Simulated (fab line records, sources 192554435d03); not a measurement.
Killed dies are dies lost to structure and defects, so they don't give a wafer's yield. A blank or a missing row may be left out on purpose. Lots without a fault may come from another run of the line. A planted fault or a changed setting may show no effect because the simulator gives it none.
fab line records | flow n5_finfet
record lots=24 wafers=72 last_day=18
route steps=1938 shown FIN_CUT@175 STI_FIN_REVEAL@207 DUMMY_GATE@218
lots that met no fault: from a run of the same line without faults
start_h: hours from the record's first day to the start of the lot's first wafer shown | wait_h: hours since the lot's step before | " the same as in the row above | L1.1+2: a row that stands for several wafers | - no value, or no start given | * or withheld: withheld | < > ~ a bound
route shown NAME@n: a module of which the file shows steps, and the number in the route of the first | usual: mean/standard deviation of fault-free wafers | same: alike in all rows | chamber/n: place in a boat | sites: the reading at each site | _std_site: their standard deviation | _edge_site: outer sites' mean less inner sites' | radius_mm: how far each site lies from the wafer's centre | mask NAME#n: copy n | behind: the tool/chamber that last shaped the wafer | hold: why the lot was held/for how many hours/how that ended | device: the transistor (n, p or np) that didn't switch | end of line: the same wafers' tests at the end of the route | a step without rows: its recipe alone | killed: dies lost to structure and defects at the first sort, not the wafer's yield | map: a wafer's dies, x killed, . not, _ none there
set.NAME: the setting as run; set.NAME@STEP: as run at that earlier step | model.NAME: the simulator's own value behind a step, which no gauge read
steps of the route over a sample of lots; a table a step, a row a wafer
services: from which hour (start_h, from the record's first day; less than 0 if before it) a tool's chamber was out of use, for how many hours, and why
## steps
# step N5_FIN_CUT_PRECLEAN_35
# recipe time_s=13.3 temp_c=45 pressure_torr=125 p_hf_torr=3 p_coreactant_torr=25 chemistry=vHF
# usual drypump_motor_current_A=6.14/0.24
# columns lot.wafer tool chamber start_h wait_h drypump_motor_current_A
L074.2 vapor_etch-02 1 27.39 0.0 6.28
L074.4 " 1 " " 6.28
L074.5 " 0 " " 6.44
L075.1 vapor_etch-01 1 34.37 0.0 5.85
L075.4 " 1 " " 5.83
L075.6 " 1 " " 5.87
L076.2 vapor_etch-01 0 39.17 0.0 5.93
L076.5 " 0 " " 5.91
L076.6 " 1 " " 5.87
L077.1 vapor_etch-02 1 46.91 0.0 6.30
L077.4 " 1 " " 6.27
L077.6 " 0 " " 6.47
L078.1 vapor_etch-02 1 52.07 0.0 6.27
L078.3 " 1 " " 6.29
L078.6 " 1 " " 6.27
L079.1 vapor_etch-01 0 57.59 0.0 5.88
L079.2 " 1 " " 5.88
L079.3 " 1 " " 5.86
L080.3 vapor_etch-02 1 65.06 0.2 6.27
L080.4 " 1 " " 6.30
L080.5 " 1 " " 6.26
L081.1 vapor_etch-02 1 69.25 0.0 6.27
L081.5 " 1 " " 6.28
L081.6 " 1 " " 6.26
L082.1 vapor_etch-01 0 76.34 0.0 5.92
L082.5 " 0 " " 5.93
L082.6 " 1 " " 5.89
L083.2 vapor_etch-01 1 81.49 0.0 5.88
L083.3 " 0 " " 5.91
L083.4 " 1 " " 5.88
L084.1 vapor_etch-02 0 87.01 0.0 6.46
L084.2 " 1 " " 6.26
L084.3 " 0 " " 6.47
L085.1 vapor_etch-02 0 93.77 0.0 6.44
L085.3 " 0 " " 6.42
L085.4 " 1 " " 6.26
L086.1 vapor_etch-02 0 99.49 0.0 6.44
L086.3 " 0 " " 6.45
L086.5 " 0 " " 6.50
L087.3 vapor_etch-02 1 109.39 0.1 6.26
L087.4 " 0 " " 6.42
L087.5 " 1 " " 6.26
L088.1 vapor_etch-01 0 112.17 0.0 5.91
L088.2 " 1 " " 5.85
L088.5 " 0 " " 5.89
L089.1 vapor_etch-01 1 117.47 0.0 5.88
L089.4 " 0 " " 5.93
L089.6 " 1 " " 5.89
L090.1 vapor_etch-02 0 124.20 0.0 6.44
L090.2 " 1 " " 6.30
L090.3 " 0 " " 6.43
L091.1 vapor_etch-02 1 130.44 0.0 6.27
L091.3 " 0 " " 6.46
L091.6 " 1 " " 6.27
L092.1 vapor_etch-01 0 135.05 0.0 5.91
L092.4 " 1 " " 5.86
L092.6 " 0 " " 5.91
L093.3 vapor_etch-01 1 140.92 0.1 5.88
L093.4 " 0 " " 5.91
L093.5 " 1 " " 5.87
L094.1 vapor_etch-02 0 147.39 0.0 6.46
L094.2 " 1 " " 6.28
L094.5 " 0 " " 6.46
L095.1 vapor_etch-01 0 153.95 0.0 5.90
L095.2 " 1 " " 5.88
L095.5 " 1 " " 5.89
L096.1 vapor_etch-01 1 160.66 0.0 5.90
L096.2 " 0 " " 5.92
L096.6 " 1 " " 5.89
L097.1 vapor_etch-02 1 165.85 0.0 6.30
L097.3 " 1 " " 6.28
L097.5 " 1 " " 6.27
# step N5_FIN_CUT_CUT_ETCH_28
# recipe chemistry=HBr/Cl2/O2 target=Si target_depth_a=60 mask_material=SOC time_s=2.4 ion_energy_ev=* bias_w=* pressure_mtorr=10 icp_w=800 HBr_flow_sccm=150 Cl2_flow_sccm=80 O2_flow_sccm=12
# usual drypump_motor_current_A=5.9/0.41 mfc_cl2_sccm=80.03/0.25 oes_product_au=1.002/0.014 throttle_valve_pct=37.2/0.4
# columns lot.wafer tool chamber start_h wait_h drypump_motor_current_A mfc_cl2_sccm oes_product_au rf_hours_counter_h throttle_valve_pct
L074.2 rie_si-05 3 27.52 0.0 5.6 80.34 1.024 44 36.9
L074.4 " 1 " " 6.4 80.18 1.000 67 37.7
L074.5 " 2 " " 6.3 80.00 0.988 - 37.8
L075.1 rie_si-03 1 34.50 0.0 6.4 80.20 1.010 31 36.9
L075.4 " 0 " " 5.6 80.13 1.000 165 37.3
L075.6 " 3 " " 5.3 80.00 0.980 - 37.4
L076.2 rie_si-03 2 39.30 0.0 5.7 79.95 0.994 0 37.2
L076.5 " 0 " " 5.6 79.77 0.997 - 37.3
L076.6 " 3 " " 5.3 80.18 0.972 - 37.4
L077.1 rie_si-03 3 47.04 0.0 5.3 80.01 0.981 3 37.4
L077.4 " 2 " " 5.7 79.99 1.001 1 37.2
L077.6 " 2 " " 5.7 79.85 1.003 - 37.2
L078.1 rie_si-05 0 52.21 0.0 6.4 79.78 1.023 169 36.3
L078.3 " 1 " " 6.4 79.69 1.001 68 37.7
L078.6 " 1 " " 6.4 79.81 1.005 - 37.7
L079.1 rie_si-06 3 57.73 0.0 5.5 80.18 1.007 165 36.9
L079.2 " 0 " " 6.0 79.82 1.011 80 36.9
L079.3 " 1 " " 6.3 79.72 1.015 142 37.1
L080.3 rie_si-03 0 65.21 0.0 5.6 79.97 0.991 166 37.3
L080.4 " 2 " " 5.7 80.27 0.999 1 37.2
L080.5 " 1 " " 6.4 80.60 1.020 - 36.9
L081.1 rie_si-05 0 69.44 0.0 6.4 80.58 1.020 169 36.3
L081.5 " 3 " " 5.7 79.89 1.023 - 36.9
L081.6 " 2 " " 6.3 79.79 0.980 - 37.8
L082.1 rie_si-03 0 76.48 0.0 5.6 79.90 0.985 166 37.3
L082.5 " 1 " " 6.4 80.84 1.009 - 36.9
L082.6 " 0 " " 5.6 79.89 0.994 - 37.3
L083.2 rie_si-03 0 81.63 0.0 5.6 79.96 0.986 166 37.3
L083.3 " 1 " " 6.4 80.11 1.007 31 36.9
L083.4 " 2 " " 5.7 80.24 1.008 1 37.2
L084.1 rie_si-03 0 87.14 0.0 5.6 79.76 0.988 166 37.3
L084.2 " 2 " " 5.7 79.59 0.993 1 37.2
L084.3 " 3 " " 5.3 80.12 0.978 3 37.4
L085.1 rie_si-05 3 93.90 0.0 5.6 80.40 1.019 45 36.9
L085.3 " 2 " " 6.3 79.88 0.980 190 37.8
L085.4 " 2 " " 6.2 79.96 0.988 - 37.7
L086.1 rie_si-06 3 99.62 0.0 5.5 79.80 1.016 166 37.0
L086.3 " 0 " " 5.9 79.91 1.011 81 36.9
L086.5 " 3 " " 5.5 80.17 1.004 - 36.9
L087.3 rie_si-05 1 109.50 0.0 6.4 79.92 0.997 69 37.7
L087.4 " 3 " " 5.6 80.41 1.017 45 36.9
L087.5 " 0 " " 6.4 80.19 1.016 - 36.3
L088.1 rie_si-05 1 112.31 0.0 6.4 79.80 1.007 69 37.7
L088.2 " 3 " " 5.6 79.99 1.020 45 36.9
L088.5 " 1 " " 6.4 79.79 1.004 - 37.7
L089.1 rie_si-03 0 117.61 0.0 5.6 80.52 0.994 167 37.3
L089.4 " 1 " " 6.4 79.65 1.015 32 36.9
L089.6 " 2 " " 5.7 79.80 0.994 - 37.2
L090.1 rie_si-05 1 124.34 0.0 6.4 79.78 1.002 69 37.7
L090.2 " 0 " " 6.4 79.62 1.014 170 36.3
L090.3 " 3 " " 5.6 80.42 1.024 46 36.9
L091.1 rie_si-03 0 130.57 0.0 5.6 79.84 0.992 167 37.3
L091.3 " 3 " " 5.3 80.09 0.981 4 37.4
L091.6 " 3 " " 5.3 80.15 0.977 - 37.4
L092.1 rie_si-05 2 135.18 0.0 6.3 79.82 0.993 191 37.8
L092.4 " 3 " " 5.7 79.52 1.012 46 36.9
L092.6 " 3 " " 5.7 79.52 1.014 - 36.9
L093.3 rie_si-05 3 141.04 0.0 5.6 80.09 1.018 46 36.9
L093.4 " 0 " " 6.4 80.14 1.013 171 36.3
L093.5 " 1 " " 6.4 80.15 1.008 - 37.7
L094.1 rie_si-06 0 147.52 0.0 5.9 80.27 1.013 82 36.9
L094.2 " 3 " " 5.5 80.09 1.008 167 36.9
L094.5 " 3 " " 5.5 80.18 1.015 - 36.9
L095.1 rie_si-03 1 154.08 0.0 6.4 80.33 1.007 33 36.9
L095.2 " 3 " " 5.3 80.06 0.977 5 37.4
L095.5 " 3 " " 5.3 80.06 0.977 - 37.4
L096.1 rie_si-06 0 160.80 0.0 5.9 80.42 1.008 82 36.9
L096.2 " 3 " " 5.6 79.77 1.014 167 36.9
L096.6 " 0 " " 5.9 80.14 1.005 - 36.9
L097.1 rie_si-05 1 165.98 0.0 6.4 80.18 0.998 70 37.7
L097.3 " 3 " " 5.6 79.77 1.018 46 36.9
L097.5 " 2 " " 6.3 80.18 0.985 - 37.7
# step N5_FIN_CUT_STRIP_22
# recipe chemistry=N2/H2 power_w=500 temp_c=40 pressure_mtorr=50 rf_frequency_hz=6e+07 overash_fraction=0.3 bias_power_w=8 h2_frac=0.5 n2_flow_sccm=300 h2_flow_sccm=300
# usual drypump_motor_current_A=5.7/0.43 oes_product_au=0.75/0.043 rf_vpp_V=54.4/2.5 showerhead_plenum_p_Torr=3.35/0.11 throttle_valve_pct=19.1/0.44
# columns lot.wafer tool chamber start_h wait_h drypump_motor_current_A oes_product_au rf_hours_counter_h rf_vpp_V showerhead_plenum_p_Torr throttle_valve_pct
L074.2 rie_diel-02 1 27.59 0.0 5.6 0.81 108 52.9 3.24 19.0
L074.4 " 2 " " 5.9 0.80 106 58.6 3.38 18.8
L074.5 " 0 " " 5.6 0.69 - 54.3 3.48 18.8
L075.1 rie_diel-03 2 34.57 0.0 5.9 0.71 211 55.4 3.30 19.9
L075.4 " 3 " " 5.2 0.77 111 58.3 3.24 18.8
L075.6 " 1 " " 5.0 0.71 - 53.0 3.35 19.6
L076.2 rie_diel-02 3 39.37 0.0 5.4 0.86 42 52.0 3.39 18.4
L076.5 " 1 " " 5.6 0.81 - 54.7 3.24 19.0
L076.6 " 0 " " 5.6 0.70 - 56.3 3.47 18.9
L077.1 rie_diel-01 1 47.15 0.1 5.3 0.81 121 54.8 3.24 19.4
L077.4 " 2 " " 6.1 0.79 115 59.2 3.52 18.6
L077.6 " 0 " " 6.4 0.74 - 54.3 3.35 18.5
L078.1 rie_diel-01 3 52.28 0.0 6.1 0.76 158 50.6 3.21 19.4
L078.3 " 0 " " 6.4 0.76 132 52.0 3.35 18.6
L078.6 " 2 " " 6.2 0.79 - 56.2 3.52 18.7
L079.1 rie_diel-03 2 57.79 0.0 5.9 0.72 217 51.0 3.30 19.9
L079.2 " 3 " " 5.2 0.78 117 49.0 3.23 18.9
L079.3 " 1 " " 5.1 0.70 192 55.5 3.35 19.6
L080.3 rie_diel-03 0 65.28 0.0 5.4 0.78 153 53.5 3.52 19.2
L080.4 " 3 " " 5.2 0.79 119 52.2 3.23 18.9
L080.5 " 2 " " 5.9 0.71 - 55.5 3.30 19.9
L081.1 rie_diel-03 1 69.51 0.0 5.1 0.68 194 53.0 3.35 19.6
L081.5 " 0 " " 5.4 0.77 - 55.4 3.52 19.3
L081.6 " 3 " " 5.2 0.78 - 55.0 3.23 18.8
L082.1 rie_diel-01 2 76.55 0.0 6.1 0.78 123 56.3 3.51 18.7
L082.5 " 0 " " 6.4 0.75 - 57.5 3.34 18.5
L082.6 " 1 " " 5.3 0.76 - 53.0 3.24 19.3
L083.2 rie_diel-03 1 81.69 0.0 5.1 0.68 197 57.3 3.35 19.6
L083.3 " 3 " " 5.2 0.77 123 51.7 3.23 18.9
L083.4 " 0 " " 5.4 0.75 157 53.1 3.52 19.3
L084.1 rie_diel-03 2 87.21 0.0 5.8 0.71 226 55.2 3.30 19.9
L084.2 " 3 " " 5.2 0.78 125 55.3 3.23 18.9
L084.3 " 0 " " 5.4 0.77 159 54.0 3.52 19.2
L085.1 rie_diel-02 2 93.97 0.0 5.9 0.79 123 52.9 3.37 18.8
L085.3 " 0 " " 5.6 0.67 230 54.9 3.46 18.9
L085.4 " 3 " " 5.4 0.84 56 54.3 3.38 18.4
L086.1 rie_diel-01 3 99.69 0.0 6.1 0.74 173 54.9 3.20 19.4
L086.3 " 1 " " 5.3 0.78 137 56.3 3.23 19.4
L086.5 " 2 " " 6.1 0.78 - 58.7 3.51 18.6
L087.3 rie_diel-03 0 109.57 0.0 5.4 0.76 167 52.9 3.51 19.2
L087.4 " 2 " " 5.9 0.69 - 56.7 3.29 19.9
L087.5 " 1 " " 5.1 0.68 - 53.3 3.34 19.6
L088.1 rie_diel-03 0 112.41 0.1 5.4 0.74 168 54.6 3.51 19.2
L088.2 " 3 " " 5.2 0.77 129 48.1 3.23 18.9
L088.5 " 1 " " 5.1 0.68 - 54.7 3.34 19.6
L089.1 rie_diel-03 1 117.73 0.1 5.1 0.69 212 51.0 3.34 19.6
L089.4 " 0 " " 5.4 0.74 172 56.7 3.51 19.2
L089.6 " 0 " " 5.4 0.75 - 52.2 3.51 19.3
L090.1 rie_diel-03 0 124.55 0.2 5.4 0.75 173 57.0 3.51 19.2
L090.2 " 3 " " 5.2 0.78 134 56.3 3.22 18.8
L090.3 " 1 " " 5.2 0.69 214 56.4 3.34 19.6
L091.1 rie_diel-01 2 130.64 0.0 6.1 0.77 139 54.8 3.50 18.6
L091.3 " 0 " " 6.4 0.75 156 58.8 3.33 18.6
L091.6 " 2 " " 6.1 0.76 - 53.7 3.50 18.7
L092.1 rie_diel-01 3 135.25 0.0 6.0 0.74 184 56.0 3.20 19.5
L092.4 " 2 " " 6.1 0.78 - 55.3 3.50 18.7
L092.6 " 3 " " 6.1 0.73 - 53.1 3.20 19.5
L093.3 rie_diel-01 3 141.35 0.3 6.1 0.73 186 52.0 3.20 19.5
L093.4 " 2 " " 6.1 0.77 - 56.5 3.50 18.7
L093.5 " 3 " " 6.1 0.71 - 53.4 3.20 19.5
L094.1 rie_diel-02 2 147.59 0.0 5.9 0.76 139 52.6 3.36 18.8
L094.2 " 1 " " 5.6 0.77 143 52.5 3.22 19.0
L094.5 " 0 " " 5.6 0.66 - 55.1 3.45 18.9
L095.1 rie_diel-01 1 154.15 0.0 5.3 0.76 147 51.8 3.23 19.4
L095.2 " 2 " " 6.1 0.75 147 54.8 3.50 18.7
L095.5 " 2 " " 6.1 0.74 - 55.3 3.50 18.7
L096.1 rie_diel-02 1 160.87 0.0 5.6 0.75 147 54.7 3.22 19.0
L096.2 " 3 " " 5.4 0.82 77 53.7 3.37 18.4
L096.6 " 1 " " 5.6 0.76 - 53.3 3.22 19.0
L097.1 rie_diel-01 2 166.05 0.0 6.1 0.75 151 49.1 3.49 18.7
L097.3 " 1 " " 5.3 0.75 151 53.3 3.22 19.4
L097.5 " 2 " " 6.1 0.76 - 56.5 3.49 18.7
# step N5_STI_FIN_REVEAL_CD_MEAS_22
# recipe target_cd_nm=6.238 pitch_nm=28 polarity=line
# usual cd_nm=6.2/0.33
# columns lot.wafer tool chamber start_h wait_h cd_nm
L074.2 cd_sem-01 - 36.74 0.0 5.7
L074.4 " - " " 5.8
L074.5 " - " " 5.6
L075.1 cd_sem-03 - 45.22 0.0 6.4
L075.4 " - " " 6.6
L075.6 " - " " 6.2
L076.2 cd_sem-02 - 48.41 0.0 6.2
L076.5 " - " " 5.8
L076.6 " - " " 6.5
L077.1 cd_sem-03 - 56.04 0.0 7.1
L077.4 " - " " 6.1
L077.6 " - " " 6.3
L078.1 cd_sem-03 - 61.06 0.0 6.2
L078.3 " - " " 6.5
L078.6 " - " " 5.9
L079.1 cd_sem-02 - 67.46 0.0 6.4
L079.2 " - " " 6.0
L079.3 " - " " 6.1
L080.3 cd_sem-02 - 74.12 0.0 6.3
L080.4 " - " " 6.2
L080.5 " - " " 6.9
L081.1 cd_sem-02 - 80.29 0.0 5.8
L081.5 " - " " 6.7
L081.6 " - " " 6.0
L082.1 cd_sem-02 - 85.34 0.0 6.7
L082.5 " - " " 6.1
L082.6 " - " " 5.9
L083.2 cd_sem-03 - 90.44 0.0 6.2
L083.3 " - " " 5.9
L083.4 " - " " 5.7
L084.1 cd_sem-01 - 96.47 0.0 6.1
L084.2 " - " " 6.4
L084.3 " - " " 6.0
L085.1 cd_sem-01 - 104.14 0.0 5.8
L085.3 " - " " 5.9
L085.4 " - " " 6.4
L086.1 cd_sem-03 - 109.92 0.0 5.8
L086.3 " - " " 5.8
L086.5 " - " " 5.7
L087.3 cd_sem-03 - 118.33 0.0 5.9
L087.4 " - " " 6.5
L087.5 " - " " 6.1
L088.1 cd_sem-03 - 121.32 0.0 5.9
L088.2 " - " " 6.1
L088.5 " - " " 5.6
L089.1 cd_sem-01 - 126.48 0.0 6.2
L089.4 " - " " 6.4
L089.6 " - " " 6.0
L090.1 cd_sem-03 - 133.40 0.0 6.7
L090.2 " - " " 6.2
L090.3 " - " " 6.6
L091.1 cd_sem-02 - 139.69 0.0 5.9
L091.3 " - " " 5.9
L091.6 " - " " 6.2
L092.1 cd_sem-01 - 144.18 0.0 5.8
L092.4 " - " " 6.4
L092.6 " - " " 6.1
L093.3 cd_sem-03 - 150.17 0.0 6.1
L093.4 " - " " 5.9
L093.5 " - " " 5.5
L094.1 cd_sem-01 - 156.61 0.0 6.0
L094.2 " - " " 5.8
L094.5 " - " " 6.1
L095.1 cd_sem-03 - 163.13 0.0 5.5
L095.2 " - " " 6.0
L095.5 " - " " 6.0
L096.1 cd_sem-01 - 169.81 0.0 6.0
L096.2 " - " " 6.2
L096.6 " - " " 6.1
L097.1 cd_sem-02 - 175.08 0.0 6.0
L097.3 " - " " 5.7
L097.5 " - " " 5.9
# step N5_DUMMY_GATE_CMP_04
# recipe material=a-Si post_cmp_clean=alkaline_brush
# usual motor_current_A=10.2/1 time_to_endpoint_s=13/3.3
# columns lot.wafer tool chamber start_h wait_h motor_current_A time_to_endpoint_s
L074.2 cmp-02 3 41.09 0.1 9.0 14
L074.4 " 0 " " 11.4 15
L074.5 " 2 " " 9.8 21
L075.1 cmp-02 3 49.30 0.1 9.2 18
L075.4 " 1 " " 10.4 12
L075.6 " 2 " " 10.1 22
L076.2 cmp-03 2 52.47 0.0 10.0 14
L076.5 " 2 " " 10.5 15
L076.6 " 3 " " 9.4 19
L077.4 cmp-03 3 61.36 0.1 9.8 9
L077.1 " 1 " " 11.6 11
L077.6 " 2 " " 10.2 10
L078.1 cmp-01 3 65.12 0.0 9.1 9
L078.3 " 0 " " 10.6 11
L078.6 " 3 " " 9.0 10
L079.3 cmp-01 1 71.54 0.1 9.2 12
L079.2 " 2 " " 10.9 8
L079.1 " 3 " " 9.3 11
L080.4 cmp-01 3 78.44 0.1 9.3 9
L080.3 " 1 " " 8.8 10
L080.5 " 2 " " 11.0 9
L081.1 cmp-03 2 84.53 0.1 10.0 12
L081.6 " 3 " " 9.6 11
L081.5 " 0 " " 9.7 11
L082.1 cmp-02 2 94.07 0.1 10.0 21
L082.6 " 0 " " 11.0 14
L082.5 " 1 " " 10.9 10
L083.3 cmp-03 2 97.23 0.0 10.7 13
L083.4 " 3 " " 9.6 14
L083.2 " 0 " " 8.7 14
L084.2 cmp-03 2 100.91 0.0 10.4 14
L084.3 " 0 " " 9.8 10
L084.1 " 1 " " 12.1 10
L085.3 cmp-03 1 108.57 0.1 12.2 12
L085.1 " 2 " " 9.5 10
L085.4 " 0 " " 9.0 12
L086.3 cmp-02 2 117.44 0.0 9.7 20
L086.1 " 3 " " 8.5 15
L086.5 " 3 " " 8.9 14
L087.4 cmp-02 1 124.22 0.0 10.7 12
L087.3 " 3 " " 9.2 17
L087.5 " 1 " " 10.9 11
L088.1 cmp-02 2 125.44 0.1 9.6 19
L088.2 " 3 " " 9.0 15
L088.5 " 0 " " 12.2 12
L089.1 cmp-03 3 133.32 0.1 10.3 12
L089.4 " 0 " " 9.3 13
L089.6 " 2 " " 9.7 10
L090.2 cmp-03 1 142.05 0.1 12.3 12
L090.3 " 2 " " 10.4 12
L090.1 " 3 " " 9.7 14
L091.1 cmp-03 1 145.67 0.1 12.3 12
L091.3 " 3 " " 9.7 13
L091.6 " 1 " " 12.9 11
L092.4 cmp-01 2 149.28 0.1 10.7 8
L092.1 " 3 " " 8.8 8
L092.6 " 2 " " 11.1 8
L093.4 cmp-01 2 156.84 0.1 10.7 11
L093.3 " 3 " " 9.1 11
L093.5 " 1 " " 8.9 16
L094.1 cmp-03 2 160.66 0.0 10.3 13
L094.2 " 1 " " 12.2 14
L094.5 " 3 " " 9.5 16
L095.1 cmp-02 3 169.41 0.0 9.4 17
L095.2 " 2 " " 10.1 20
L095.5 " 3 " " 9.2 16
L096.2 cmp-01 1 173.91 0.0 8.8 13
L096.1 " 2 " " 10.1 10
L096.6 " 1 " " 9.0 11
L097.3 cmp-02 3 181.14 0.1 8.8 17
L097.1 " 1 " " 10.1 14
L097.5 " 2 " " 9.5 21
# step N5_DUMMY_GATE_TRIM_49
# recipe chemistry=O2 resist=SOC time_s=29 target_cd_nm=14 source_power_w=300 bias_power_w=0 O2_flow_sccm=100 temp_c=20
# usual drypump_motor_current_A=5.9/0.41 oes_product_au=1.009/0.016 throttle_valve_pct=8.16/0.11
# columns lot.wafer tool chamber start_h wait_h drypump_motor_current_A oes_product_au rf_hours_counter_h throttle_valve_pct
L074.2 rie_si-05 0 46.85 0.0 6.4 1.032 169 8.07
L074.4 " 3 " " 5.6 1.025 44 8.16
L074.5 " 1 " " 6.4 0.993 - 8.07
L075.1 rie_si-05 2 54.29 0.0 6.2 0.988 189 8.33
L075.4 " 1 " " 6.4 0.982 68 8.06
L075.6 " 0 " " 6.4 1.047 - 8.07
L076.2 rie_si-03 1 57.49 0.0 6.4 1.009 31 7.97
L076.5 " 3 " " 5.3 0.999 - 8.10
L076.6 " 0 " " 5.6 1.008 - 8.31
L077.1 rie_si-05 1 66.37 0.0 6.4 0.995 68 8.05
L077.4 " 3 " " 5.6 1.025 44 8.15
L077.6 " 3 " " 5.6 1.020 - 8.15
L078.1 rie_si-06 0 70.21 0.0 5.9 1.019 81 8.15
L078.3 " 2 " " 5.6 0.993 37 8.09
L078.6 " 3 " " 5.6 1.029 - 8.18
L079.1 rie_si-03 0 78.37 0.0 5.6 0.993 166 8.32
L079.2 " 3 " " 5.3 1.003 3 8.11
L079.3 " 2 " " 5.7 0.999 1 8.30
L080.3 rie_si-03 2 85.26 0.0 5.7 1.012 1 8.30
L080.4 " 0 " " 5.6 1.003 166 8.32
L080.5 " 0 " " 5.6 1.007 - 8.30
L081.1 rie_si-03 3 91.28 0.0 5.3 1.014 3 8.10
L081.5 " 2 " " 5.7 1.011 - 8.31
L081.6 " 3 " " 5.3 1.006 - 8.11
L082.1 rie_si-05 2 103.92 0.0 6.2 0.993 190 8.34
L082.5 " 2 " " 6.2 0.990 - 8.34
L082.6 " 3 " " 5.6 1.014 - 8.18
L083.2 rie_si-05 3 105.42 0.0 5.6 1.007 45 8.17
L083.3 " 1 " " 6.4 1.011 69 8.06
L083.4 " 0 " " 6.4 1.043 170 8.06
L084.1 rie_si-03 3 112.80 0.0 5.3 0.998 4 8.11
L084.2 " 0 " " 5.6 0.990 167 8.32
L084.3 " 1 " " 6.4 0.983 32 7.95
L085.1 rie_si-06 3 114.40 0.0 5.5 1.009 167 8.16
L085.3 " 1 " " 6.2 1.013 143 8.12
L085.4 " 2 " " 5.6 1.000 38 8.10
L086.1 rie_si-06 0 122.32 0.0 6.0 1.021 82 8.18
L086.3 " 3 " " 5.5 1.026 167 8.17
L086.5 " 2 " " 5.6 1.000 - 8.09
L088.1 rie_si-05 1 130.52 0.0 6.4 0.996 69 8.05
L088.2 " 2 " " 6.3 0.983 191 8.36
L088.5 " 3 " " 5.6 1.019 - 8.15
L087.3 rie_si-05 1 131.21 0.0 6.4 0.993 69 8.07
L087.4 " 0 " " 6.4 1.045 170 8.07
L087.5 " 1 " " 6.4 1.002 - 8.07
L089.1 rie_si-05 0 138.18 0.0 6.4 1.046 170 8.09
L089.4 " 2 " " 6.3 0.994 191 8.35
L089.6 " 1 " " 6.4 1.000 - 8.05
L090.1 rie_si-03 0 151.92 0.0 5.6 0.994 167 8.32
L090.2 " 3 " " 5.3 1.005 5 8.10
L090.3 " 1 " " 6.4 0.985 33 7.97
L091.1 rie_si-05 2 153.89 0.0 6.2 1.001 191 8.35
L091.3 " 0 " " 6.4 1.040 171 8.08
L091.6 " 2 " " 6.3 0.994 - 8.35
L092.1 rie_si-03 0 157.66 0.0 5.6 0.994 168 8.31
L092.4 " 2 " " 5.7 1.012 2 8.31
L092.6 " 2 " " 5.7 1.011 - 8.30
L093.3 rie_si-05 2 163.75 0.0 6.3 0.992 191 8.34
L093.4 " 1 " " 6.4 0.996 70 8.03
L093.5 " 1 " " 6.4 0.995 - 8.07
L094.1 rie_si-03 2 166.00 0.0 5.7 1.021 3 8.31
L094.2 " 0 " " 5.6 1.001 168 8.31
L094.5 " 3 " " 5.3 1.002 - 8.11
L095.1 rie_si-06 3 176.71 0.0 5.5 1.010 168 8.17
L095.2 " 0 " " 6.0 1.019 83 8.16
L095.5 " 3 " " 5.5 1.012 - 8.18
L096.1 rie_si-06 3 178.82 0.0 5.5 1.020 168 8.16
L096.2 " 0 " " 6.0 1.015 83 8.16
L096.6 " 0 " " 6.0 1.018 - 8.17
L097.1 rie_si-05 1 186.12 0.0 6.4 0.998 70 8.04
L097.3 " 0 " " 6.4 1.039 171 8.06
L097.5 " 3 " " 5.6 1.006 - 8.18
## services
# columns tool chamber start_h hours kind
cmp-02 - 10.39 1.8 repair
cmp-03 - 16.38 3.5 repair
rie_diel-01 0 16.69 6.4 repair
cmp-01 - 33.56 0.4 repair
cmp-02 - 35.74 2.4 repair
rie_si-06 1 41.83 4.6 repair
vapor_etch-02 0 60.08 22.2 repair
cmp-02 - 63.24 5.5 pm
cmp-03 - 76.25 1.8 repair
cmp-02 - 79.05 0.7 repair
vapor_etch-01 - 80.07 0.1 repair
rie_si-05 0 91.17 9.4 repair
cmp-02 - 96.29 1.2 repair
rie_diel-03 3 101.29 10.9 repair
rie_diel-01 - 109.57 5.3 repair
rie_diel-01 1 126.45 15.1 repair
cmp-01 - 129.16 0.3 repair
rie_si-03 2 137.33 9.0 repair
rie_diel-03 3 146.00 3.7 repair
cmp-03 - 148.19 4.0 pm
rie_si-05 2 174.04 - clean
rie_si-05 2 174.04 14.6 scheduled_down
rie_si-05 2 174.04 14.6 vent_cycle
rie_si-06 2 176.00 10.6 repair
## key
fault none
